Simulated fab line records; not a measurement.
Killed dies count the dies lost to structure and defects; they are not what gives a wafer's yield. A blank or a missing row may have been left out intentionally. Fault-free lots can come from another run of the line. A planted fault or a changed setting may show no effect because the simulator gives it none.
Struck lot and sound lot, side by side -- flow nand harc -- 14 out of 1302 route steps
Sound: these wafers, L203.3, L203.4, L203.6. Struck: wafer L193.5 (left out: L193.3, a lot-mate that was not struck); the cause follows at the end.
At each step with rows: each side's tool, then ch and its chambers, then its first start. Under that, the readings that differ: sound wafers -- struck wafers -- difference of the means -- sigmas: that difference in standard deviations of wafers without a fault.
alike: readings with means less than 2 such deviations apart, plus words and numbers identical on both sides. not compared: withheld readings, readings lacking a value on some wafer, bounds such as >300 that could conceal the same value, and numbers that have no deviation in the record and whose values overlap.
The two part at a step that has a row with sigmas, a row that says differs or no value, or rows on one side only. Non-overlapping numbers with no deviation appear without sigmas and do not part them. Lack of a reading on every wafer of one side parts them only where that side has two or more wafers.

first, 9 steps without rows for these wafers: NHARC_A_STAIRCASE_DEHYDRATE_302 (time 120 s); NHARC_A_STAIRCASE_HMDS_303 (time 30 s); NHARC_A_STAIRCASE_COAT_304; NHARC_A_STAIRCASE_SOFTBAKE_305 (time 170 s); NHARC_A_STAIRCASE_EBR_306; NHARC_A_STAIRCASE_EXPOSE_307 (exposes mask CHOP 50); NHARC_A_STAIRCASE_PEB_308 (peb time 130 s); NHARC_A_STAIRCASE_DEVELOP_309 (time 140 s); NHARC_A_STAIRCASE_HARDBAKE_311 (time 140 s).
NHARC_A_STAIRCASE_DESCUM_312: chemistry O2, time 3 s.
  sound on rie diel-01 ch 1,2, day 24 20:19; struck on rie diel-06 ch 0, day 21 21:39
reading,sound,struck,difference,sigmas
chamber pressure mTorr (mTorr),60.10 60.08 59.99,59.90,-0.16,-3
o2 flow sccm (sccm),199.3 200.3 199.2,197.9,-1.7,-3
  alike: drypump motor current A, oes product au, rf vpp V, showerhead plenum p Torr, throttle valve pct
  not compared: rf hours counter h
NHARC_A_STAIRCASE_ETCH_313: etches the open film in CF4/CHF3.
  sound on rie diel-01 ch 2,3, day 24 20:25; struck on rie diel-06 ch 0, day 21 21:44
reading,sound,struck,difference,sigmas
drypump motor current A (A),6.2 4.8 4.8,6.8,+1.5,+3
  alike: chamber pressure mTorr, oes product au, rf vpp V, showerhead plenum p Torr, throttle valve pct
  not compared: rf hours counter h
NHARC_A_STAIRCASE_HM_OPEN_463: chemistry O2/COS.
  sound on rie diel-01 ch 0,1, day 24 20:31; struck on rie diel-06 ch 1, day 21 21:51
reading,sound,struck,difference,sigmas
oes product au (a.u.),1.002 0.984 1.009,1.333,+0.335,+35
  alike: chamber pressure mTorr, drypump motor current A, o2 flow sccm, rf vpp V, showerhead plenum p Torr, throttle valve pct
  not compared: rf hours counter h
then, 2 steps without rows for these wafers: NHARC_A_STAIRCASE_STRIP_464 (strips in O2/COS); NHARC_END_SORT_01.

## WHERE THEY PART
First at NHARC_A_STAIRCASE_DESCUM_312; last, within this record, at NHARC_A_STAIRCASE_HM_OPEN_463.

WHY: what the simulator had put in
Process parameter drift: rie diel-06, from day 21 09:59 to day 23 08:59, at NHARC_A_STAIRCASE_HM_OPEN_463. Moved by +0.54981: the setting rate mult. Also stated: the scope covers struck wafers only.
